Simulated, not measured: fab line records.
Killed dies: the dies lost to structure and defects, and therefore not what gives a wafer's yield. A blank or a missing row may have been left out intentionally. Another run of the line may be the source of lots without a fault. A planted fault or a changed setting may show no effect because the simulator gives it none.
The same fault as seen by 2 desks	flow nandHarc	each desk holds nothing but its own numbers, with what lay behind them at the end

## AT THE TOOL OWNER'S DESK: rieDiel-03
The tool's own readings at NHARC_P_GATE_ETCHBACK_37 (etches the open film in CHF3/O2, target depth 34.5 nm, time 17.2 s): means of the sampled wafers that have a number, for each lot that ran on this tool. If a lot's mean is further than 4 standard deviations from the usual mean, the lot is out of limits and carries the mark OUT (the distance appears in the brackets).
Columns: A = drypumpMotorCurrentA at NHARC_P_GATE_ETCHBACK_37, usual 5.7 A; B = oesProductAu at NHARC_P_GATE_ETCHBACK_37, usual 0.94 a.u.; C = rfVppV at NHARC_P_GATE_ETCHBACK_37, usual 370.4 V; D = showerheadPlenumPTorr at NHARC_P_GATE_ETCHBACK_37, usual 2.39 Torr; E = throttleValvePct at NHARC_P_GATE_ETCHBACK_37, usual 20.572 %
lot	first seen here	A	B	C	D	E
L924	day 5 07:01	5.7	0.94	370.3	2.39	20.582
L925	day 5 13:28	5.5	0.94	367.9	2.27	20.580
L933	day 7 18:02	5.7	0.93	368.4	2.29	20.568
L937	day 8 08:16	5.9	0.92	369.2	2.35	20.570
L936	day 8 12:51	5.5	0.93	369.7	2.33	20.571
Result from this desk: across the 5 lots, nothing is out of limits.

## THE DEFECT DESK
Counts from the inspections along the route, per lot, as means over the sampled wafers that have a number. If a lot's mean is further than 4 standard deviations from the usual mean, the lot is out of limits and carries the mark OUT (the distance appears in the brackets).
Columns: A = rawDefectCount at NHARC_P_GATE_INSPECT_68, usual 211
lot	first seen here	A
L923	day 5 14:35	163
L924	day 5 14:59	172
L925	day 5 21:10	156
L933	day 8 01:53	335
L937	day 8 15:37	295
L935	day 8 18:00	227
L936	day 8 20:41	261
L942	day 10 01:11	275
L944	day 10 13:19	289
L943	day 10 13:30	235
L946	day 11 05:10	252
Result from this desk: across the 11 lots, nothing is out of limits.

## ALL TOGETHER
The tool owner's desk saw nothing out of limits.
The defect desk saw nothing out of limits.

## WHAT HAD BEEN PUT IN BY THE SIMULATOR
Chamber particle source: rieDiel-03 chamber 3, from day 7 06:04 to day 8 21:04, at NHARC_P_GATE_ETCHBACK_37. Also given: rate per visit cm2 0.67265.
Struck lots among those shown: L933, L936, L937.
